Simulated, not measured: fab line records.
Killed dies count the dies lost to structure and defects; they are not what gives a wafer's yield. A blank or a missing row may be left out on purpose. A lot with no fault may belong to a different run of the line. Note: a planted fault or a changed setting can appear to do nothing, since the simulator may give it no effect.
Matching of chambers	flow nand harc	NHARC_A_CHANNEL_FILL_D2_ALD_25 on ald hk-01: 4 sister chambers
The step deposits SiOx, target thk 60 nm, pulse time 10 s, ald cycles 600. 8 wafers are shown with their chamber, then 11 later ones without.

## WAFERS PAIRED WITH THEIR CHAMBERS
wafer	chamber	heater power w (W)	precursor pulse height rel
L078.5	3	355	0.990
L083.5	1	573	0.975
L083.6	0	474	1.002
L085.6	1	575	0.968
L089.1	2	336	1.002
L089.2	0	472	1.007
L089.6	2	339	0.998
L090.2	3	375	0.990

## WAFERS WHOSE CHAMBER IS MISSING
wafer	heater power w (W)	precursor pulse height rel
L090.4	334	0.999
L090.5	371	1.029
L092.4	565	0.987
L092.1	367	1.025
L092.6	467	1.019
L093.2	374	0.997
L093.4	473	1.017
L093.6	376	0.982
L097.1	567	1.010
L097.4	343	0.988
L097.5	579	0.981

## CHAMBER TAKEN BY EACH
wafer	from the rows above	in truth
L090.4	2	2
L090.5	can't be placed: 2 or 3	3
L092.4	1	1
L092.1	can't be placed: 2 or 3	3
L092.6	0	0
L093.2	3	3
L093.4	0	0
L093.6	3	3
L097.1	can't be placed: 1 or 0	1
L097.4	can't be placed: 3 or 2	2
L097.5	1	1
Correctly placed: 7 of 11. Cannot be placed on the basis of these rows: 4; the candidates contain the true chamber in 4. Placed wrongly: 0.
How it was worked out, from the rows above alone: a wafer's distance from a chamber is the root of the sum, over the readings, of the square of ((its reading less the chamber's mean) divided by the reading's scatter). The wafer belongs to the nearest chamber; if the next one is less than 2 further off, it can't be placed. The mean given for a chamber averages the wafers shown for that chamber. The scatter: take each reading less its chamber's mean, square it, sum over the shown wafers, divide by the number of wafers less the number of chambers, and take the root.
